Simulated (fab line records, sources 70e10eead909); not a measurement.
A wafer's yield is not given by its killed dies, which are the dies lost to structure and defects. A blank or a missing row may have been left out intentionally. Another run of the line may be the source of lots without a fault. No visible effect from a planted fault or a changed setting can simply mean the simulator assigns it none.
Chamber matching -- flow nand-harc -- rie-diel-11 running NHARC_A_CONTACT_DESCUM_74: 4 sister chambers
The step chemistry O2, time 3 s. 14 wafers are shown with their chamber, then 7 later ones without.

## WAFERS PAIRED WITH THEIR CHAMBERS
wafer,chamber,drypump-motor-current-A (A),showerhead-plenum-p-Torr (Torr),rf-vpp-V (V)
L075.1,3,5.9,2.03,58.7
L075.3,1,6.4,1.81,57.8
L075.6,2,4.8,2.00,59.2
L076.2,0,5.0,2.08,59.1
L076.3,3,6.0,2.03,56.4
L076.5,0,5.1,2.08,58.6
L078.3,2,4.8,2.00,57.5
L078.5,2,4.8,2.00,58.4
L078.6,1,6.4,1.80,57.6
L087.2,2,4.8,1.99,58.9
L087.3,0,5.1,2.07,58.8
L087.5,1,6.4,1.80,57.4
L093.2,0,5.1,2.06,57.7
L093.3,1,6.4,1.79,57.8

SIGNATURES, as means of the wafers listed above
reading,chamber 0,chamber 1,chamber 2,chamber 3,scatter within a chamber
drypump-motor-current-A,5.075,6.400,4.800,5.950,0.0354
showerhead-plenum-p-Torr,2.0725,1.8000,1.9975,2.0300,0.00742
rf-vpp-V,58.550,57.650,58.500,57.550,0.742
Rule: distance of a wafer from a chamber = root of the sum over the readings of ((wafer's reading minus chamber's mean) / reading's scatter) squared. The wafer belongs to the nearest chamber; if the next one is less than 2 further off, it can't be placed. The scatter is the square root of a quotient: the sum, over the shown wafers, of each reading's squared deviation from its chamber's mean, divided by wafers minus chambers.

## WAFERS WITHOUT THEIR CHAMBER
wafer,drypump-motor-current-A (A),showerhead-plenum-p-Torr (Torr),rf-vpp-V (V)
L093.6,5.1,2.06,58.3
L094.1,5.0,2.06,58.4
L094.3,5.9,2.02,58.5
L094.5,6.4,1.79,57.0
L096.1,4.8,1.98,58.4
L096.3,5.1,2.06,56.6
L096.4,5.9,2.02,58.5

## WHICH CHAMBER EACH WENT THROUGH
wafer,from the rows above,in truth
L093.6,0,0
L094.1,0,0
L094.3,3,3
L094.5,1,1
L096.1,2,2
L096.3,0,0
L096.4,3,3
Placed correctly: 7 of 7. Not placeable from these rows: 0. Wrongly placed: 0.
